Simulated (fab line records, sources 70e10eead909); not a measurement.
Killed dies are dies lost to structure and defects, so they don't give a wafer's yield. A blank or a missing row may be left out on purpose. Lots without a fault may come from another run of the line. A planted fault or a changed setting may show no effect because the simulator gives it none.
Which tool did it? | flow nand_harc | 24 lots, 72 wafers sampled, at 1 step of a route of 1302

WHAT THE GAUGES READ, wafer by wafer
NHARC_A_ONON_D2_THK_MEAS_27: measures by ellipsometry.
lot  | measured     | on            | thk_nm (nm)
L074 | day 12 17:06 | film_metro-01 | 1002 1002 1001
L075 | day 13 05:14 | film_metro-01 | 1005 1005 1005
L076 | day 14 02:14 | film_metro-02 | 992 989 991
L078 | day 14 12:06 | film_metro-02 | 1011 1011 1010
L077 | day 14 12:07 | film_metro-02 | 1002 998 999
L079 | day 15 07:07 | film_metro-02 | 1001 1001 1001
L080 | day 15 11:30 | film_metro-01 | 985 986 985
L081 | day 15 11:31 | film_metro-01 | 991 991 992
L082 | day 16 14:04 | film_metro-01 | 1001 1001 1002
L083 | day 16 14:04 | film_metro-01 | 999 999 999
L084 | day 17 10:33 | film_metro-01 | 1006 1003 1003
L086 | day 17 14:16 | film_metro-02 | 1008 1009 1006
L085 | day 17 14:16 | film_metro-01 | 1004 1003 1003
L087 | day 18 17:44 | film_metro-01 | 1018 1018 1019
L088 | day 18 17:44 | film_metro-01 | 991 993 991
L089 | day 19 09:14 | film_metro-02 | 1008 1008 1007
L090 | day 19 09:16 | film_metro-01 | 994 993 993
L092 | day 20 03:57 | film_metro-01 | 1016 1017 1018
L091 | day 20 03:58 | film_metro-02 | 1006 1007 1006
L093 | day 20 22:38 | film_metro-01 | 1001 1000 1002
L094 | day 21 15:59 | film_metro-02 | 998 997 999
L095 | day 21 21:00 | film_metro-01 | 1012 1014 1014
L096 | day 21 21:01 | film_metro-01 | 1001 1002 1001
L097 | day 22 23:55 | film_metro-01 | 999 999 999

WHICH TOOL RAN EACH LOT (tool, then ch and the chambers of the sampled wafers, then the start)
The record holds no process step before these readings.

WHAT THE TOOLS THEMSELVES READ (means of the sampled wafers that have a number; where no wafer has one, the mark that the record gives instead)
The record holds no such reading with a usual standard deviation.

THE ANSWER, worked out from the rows above alone
Rule: what is usual is taken from the lots themselves. Put in order of their means at a reading, lots are off if they are a third of the lots or fewer, leave a main group of 4 or more, and stand apart from it by a gap of 3 or more times the standard deviation of the main group's means; of several such gaps the widest counts. A main group whose means are all the same, to the digits that the tables above print for the reading, isn't used. A lot without any number at a reading at which 4 lots or more have one is off too. The other lots that the step has rows for count as sound. The gauges are gone through in route order, then the tools' own readings, and for those a lot's mean is taken as printed above. The first step at which some lot is off is used, and at that step the reading that is off furthest; a lot without a number counts as furthest.
No lot is off at any reading shown: from this, nothing can be told.

WHAT THE SIMULATOR HAD PUT IN
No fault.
